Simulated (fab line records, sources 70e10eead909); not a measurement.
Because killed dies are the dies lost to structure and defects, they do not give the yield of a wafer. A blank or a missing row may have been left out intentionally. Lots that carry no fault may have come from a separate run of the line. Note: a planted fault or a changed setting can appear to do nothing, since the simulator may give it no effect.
Which tool did it? | flow nandHarc | 12 lots with 36 wafers sampled at 3 steps, on a route of 1302 steps

== WHAT THE GAUGES READ, wafer by wafer ==
NHARC_A_SLIT_CD_MEAS_21.
lot  | measured     | on       | cdNm (nm)
L075 | day 20 17:49 | cdSem-03 | 287.9 289.0 288.4
L079 | day 21 21:05 | cdSem-03 | 290.0 288.8 290.0
L078 | day 22 02:26 | cdSem-03 | 288.3 289.8 289.1
L080 | day 23 08:29 | cdSem-01 | 290.4 290.3 289.4
L083 | day 24 00:36 | cdSem-02 | 288.9 289.5 290.1
L087 | day 25 10:17 | cdSem-03 | 291.2 289.8 290.6
L084 | day 25 14:40 | cdSem-03 | 290.0 289.9 290.6
L091 | day 26 04:18 | cdSem-01 | 288.7 288.5 288.5
L090 | day 26 18:06 | cdSem-01 | 290.2 290.5 291.6
L092 | day 27 13:26 | cdSem-02 | 290.3 291.5 289.8
L096 | day 29 14:46 | cdSem-03 | 289.4 289.6 290.0
L097 | day 29 18:27 | cdSem-02 | 291.1 289.5 290.0

== EACH LOT AND THE TOOL THAT RAN IT (in order: tool; ch and the chambers of the sampled wafers; start) ==
lot  | NHARC_A_STAIRCASE_DEP_471       | NHARC_A_SLIT_ETCH_26
L075 | pecvd-03 ch 0,1,2, day 19 14:25 | harEtch-02 ch 0,1, day 20 16:29
L079 | pecvd-03 ch 1,2, day 20 21:28   | harEtch-01 ch 0,1, day 21 19:40
L078 | pecvd-04 ch 0,1, day 21 01:59   | harEtch-02 ch 0,1, day 22 01:07
L080 | pecvd-03 ch 0,1,2, day 22 13:18 | harEtch-02 ch 0,1, day 23 07:09
L083 | pecvd-04 ch 0,2, day 23 04:21   | harEtch-02 ch 0,1, day 23 23:10
L087 | pecvd-04 ch 0,1, day 24 10:36   | harEtch-02 ch 0,1, day 25 08:52
L084 | pecvd-03 ch 0,2, day 24 16:02   | harEtch-01 ch 0, day 25 13:16
L091 | pecvd-04 ch 0,1, day 25 08:42   | harEtch-01 ch 0,1, day 26 02:52
L090 | pecvd-04 ch 0,1, day 25 19:38   | harEtch-02 ch 0,1, day 26 16:44
L092 | pecvd-02 ch 0,1,2, day 26 15:07 | harEtch-02 ch 0,1, day 27 12:01
L096 | pecvd-03 ch 0,1,2, day 28 14:05 | harEtch-02 ch 0,1, day 29 13:16
L097 | pecvd-03 ch 0,1, day 28 16:49   | harEtch-02 ch 0,1, day 29 17:05
- NHARC_A_STAIRCASE_DEP_471: deposits SiO2, target thk 100 nm.
- NHARC_A_SLIT_ETCH_26: etches the open film in C4F8/O2/Ar, time 90 s, target depth 400 nm.

== THE ANSWER, worked out from the rows above alone ==
Rule: the lots themselves supply what counts as usual. The widest of any qualifying gaps counts: lots, ordered by their means at a reading, are off when they make up no more than a third of the lots, leave a main group of 4 or more, and stand apart from it by 3 or more times the standard deviation of that group's means. If all means in a main group match to the digits the tables above print for the reading, that group is not used. Also off: a lot with no number at a reading for which 4 or more lots have one. The other lots that the step has rows for count as sound.
None of the lots is off at any reading shown; this tells nothing.

== WHAT WAS PUT IN BY THE SIMULATOR ==
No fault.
